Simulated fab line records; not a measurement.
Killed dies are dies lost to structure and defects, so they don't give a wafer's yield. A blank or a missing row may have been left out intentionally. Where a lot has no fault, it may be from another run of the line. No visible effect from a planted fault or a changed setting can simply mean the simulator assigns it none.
Matching of chambers || flow nand harc || pecvd-02 running NHARC_A_STAIRCASE_DEP_151: 3 sister chambers
The step deposits SiO2, target thk 7200 nm. 3 wafers are shown with their chamber, then 10 later ones without.

WAFERS, EACH WITH ITS CHAMBER
{"wafer": "L088.4", "chamber": 0, "heater power w (W)": 652}
{"wafer": "L089.2", "chamber": 2, "heater power w (W)": 831}
{"wafer": "L089.3", "chamber": 1, "heater power w (W)": 699}

WAFERS WITH NO CHAMBER GIVEN
{"wafer": "L089.4", "heater power w (W)": 648}
{"wafer": "L090.2", "heater power w (W)": 787}
{"wafer": "L090.3", "heater power w (W)": 747}
{"wafer": "L090.4", "heater power w (W)": 699}
{"wafer": "L094.1", "heater power w (W)": 770}
{"wafer": "L094.2", "heater power w (W)": 722}
{"wafer": "L094.4", "heater power w (W)": 652}
{"wafer": "L097.1", "heater power w (W)": 784}
{"wafer": "L097.4", "heater power w (W)": 645}
{"wafer": "L097.5", "heater power w (W)": 652}

EACH ONE'S CHAMBER
{"wafer": "L089.4", "from the rows above": "can't be placed: 0 or 1", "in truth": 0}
{"wafer": "L090.2", "from the rows above": "can't be placed: 2 or 1", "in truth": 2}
{"wafer": "L090.3", "from the rows above": "can't be placed: 1 or 2 or 0", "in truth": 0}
{"wafer": "L090.4", "from the rows above": "can't be placed: 1 or 0", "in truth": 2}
{"wafer": "L094.1", "from the rows above": "can't be placed: 2 or 1 or 0", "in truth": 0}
{"wafer": "L094.2", "from the rows above": "can't be placed: 1 or 0", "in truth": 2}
{"wafer": "L094.4", "from the rows above": "can't be placed: 0 or 1", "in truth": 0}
{"wafer": "L097.1", "from the rows above": "can't be placed: 2 or 1", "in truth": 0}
{"wafer": "L097.4", "from the rows above": "can't be placed: 0 or 1", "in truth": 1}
{"wafer": "L097.5", "from the rows above": "can't be placed: 0 or 1", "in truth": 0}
Correctly placed: 0 of 10. Unplaceable from these rows: 10, with the true chamber sitting among the candidates in 7. 0 placed wrongly.
How it was worked out, from the rows above alone: a wafer's distance from a chamber is the root of the sum, over the readings, of the square of ((its reading less the chamber's mean) divided by the reading's scatter). If the next closest chamber is less than 2 further off than the closest, the wafer can't be placed; otherwise it belongs to the closest. Each chamber's mean is taken over the wafers shown for it. The scatter (one wafer shown for each chamber): square how far every hidden wafer sits from the nearest shown wafer, average those squares and take the square root.
